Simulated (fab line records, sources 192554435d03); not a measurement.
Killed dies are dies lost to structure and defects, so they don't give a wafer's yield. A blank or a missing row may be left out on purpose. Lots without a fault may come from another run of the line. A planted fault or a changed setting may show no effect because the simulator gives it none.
A struck lot beside a sound one | flow n5_finfet | 14 steps out of a route of 1938
Sound: wafers L845.1, L845.3, L845.5. Struck: wafer L852.6. (L852.4, L852.5 of the same lot were not struck and are left out.) The cause comes at the end.
At each step with rows: each side's tool, then ch and its chambers, then its first start. Under that, the readings that differ: sound wafers | struck wafers | difference of the means | sigmas: that difference in standard deviations of wafers without a fault.
alike: readings whose means differ by less than 2 such deviations, and words and numbers that are the same on both sides. not compared: withheld readings, readings that some wafer has no value for, bounds like >300 that may hide the same value, and numbers for which the record gives no deviation and whose values overlap.
The two part at a step that has a row with sigmas, a row that says differs or no value, or rows on one side only. Numbers that don't overlap but have no deviation are shown without sigmas and don't part them. A reading that every wafer of one side lacks parts them only if that side has two wafers or more.

N5_MOL_CONTACT_COAG_SPUTTER_143: material Co, target thk 2.5 nm.
  sound on pvd_sputter-01, day 6 19:52; struck on pvd_sputter-01, day 8 08:02
  reading              | sound             | struck | difference | sigmas
  substrate_temp_c (C) | 25.16 24.98 25.09 | 24.78  | -0.30      | -2
  alike: throttle_valve_pct
N5_MOL_CONTACT_COAG_CO_FILL_22: material Co, precursor CCTBA/H2, target thk 20 nm.
  sound on cvd_co-01 ch 0,1,2, day 6 20:00; struck on cvd_co-02 ch 2, day 8 08:27
  alike: heater_power_w
  not compared: since_wet_clean_h
then, 1 step without rows for these wafers: N5_MOL_CONTACT_COAG_ANNEAL_113 (time 300 s).
N5_MOL_CONTACT_COAG_PRE_CLEAN_142: time 60 s.
  sound on pvd_sputter-02, day 6 21:52; struck on pvd_sputter-03, day 8 12:04
  alike: heater_power_w
N5_MOL_CONTACT_COAG_SPUTTER_130: material Co, target thk 47.5 nm.
  sound on pvd_sputter-02, day 6 21:55; struck on pvd_sputter-03, day 8 12:08
  alike: substrate_temp_c, throttle_valve_pct
then, 2 steps without rows for these wafers: N5_MOL_CONTACT_COAG_PRECLEAN_125 (cleans in DIW, time 57.5 s); N5_MOL_CONTACT_COAG_SRD_126 (dry time 32 s).
N5_MOL_CONTACT_COAG_CMP_23: polishes, stops on SiO2, t overpolish 1.5 s, target thk 0 nm.
  sound on cmp-01 ch 1,2, day 6 22:14; struck on cmp-02 ch 0, day 8 12:26
  alike: edge_zone_pressure_frac, motor_current_A, overpolish_run_s, time_to_endpoint_s
then, 2 steps without rows for these wafers: N5_MOL_CONTACT_COAG_WET_ETCH_26 (target Co, target depth 13 nm); N5_MOL_CONTACT_COAG_WET_ETCH_116 (etches the open film in SC1-inhibited, target depth 4.6 nm, rinse time 30 s).
N5_MOL_CONTACT_COAG_ALD_27: deposits SiOC, target thk 17 nm, pulse time 1.5 s, time 2720 s.
  sound on ald_sin-02 ch 0,1,3, day 6 23:03; struck on ald_sin-04 ch 2, day 8 13:58
  reading            | sound                | struck | difference | sigmas
  heater_power_w (W) | 988 1076 844         | 767    | -202       | -2
  run_length_s (s)   | 2770.2 2770.3 2770.1 | 3248.2 | +478.0     | +99 or more
  time_s (s)         | 2720 2720 2720       | 3198.9 | +478.9     |
  alike: precursor_pulse_height_rel
  not compared: since_wet_clean_h
then, 1 step without rows for these wafers: N5_MOL_CONTACT_COAG_CMP_28 (polishes, stops on SiNx, t overpolish 0.85 s, target thk 14.522 nm).
-- the record jumps here: 3 days lie between the struck wafers' starts before and after (it left off in module MOL_CONTACT_COAG and takes up again in module BEOL_M4, whose first step shown is number 1111 of the route) --
N5_BEOL_M4_RC_MEAS_101:
  sound on prober-01 ch 0, day 9 14:29; struck on prober-02 ch 0, day 11 12:38
  alike: DIBL_N, DIBL_P, IOFF_N, IOFF_P, ION_N, ION_P, SS_N, SS_P, VT_N, VT_P
then, 1 step without rows for these wafers: N5_PASSIVATION_PROBE_49.

WHERE THEY PART
First at N5_MOL_CONTACT_COAG_SPUTTER_143; last, within this record, at N5_MOL_CONTACT_COAG_ALD_27. Later steps at which nothing parts them and some readings are alike: N5_BEOL_M4_RC_MEAS_101.

WHY: what the simulator had put in
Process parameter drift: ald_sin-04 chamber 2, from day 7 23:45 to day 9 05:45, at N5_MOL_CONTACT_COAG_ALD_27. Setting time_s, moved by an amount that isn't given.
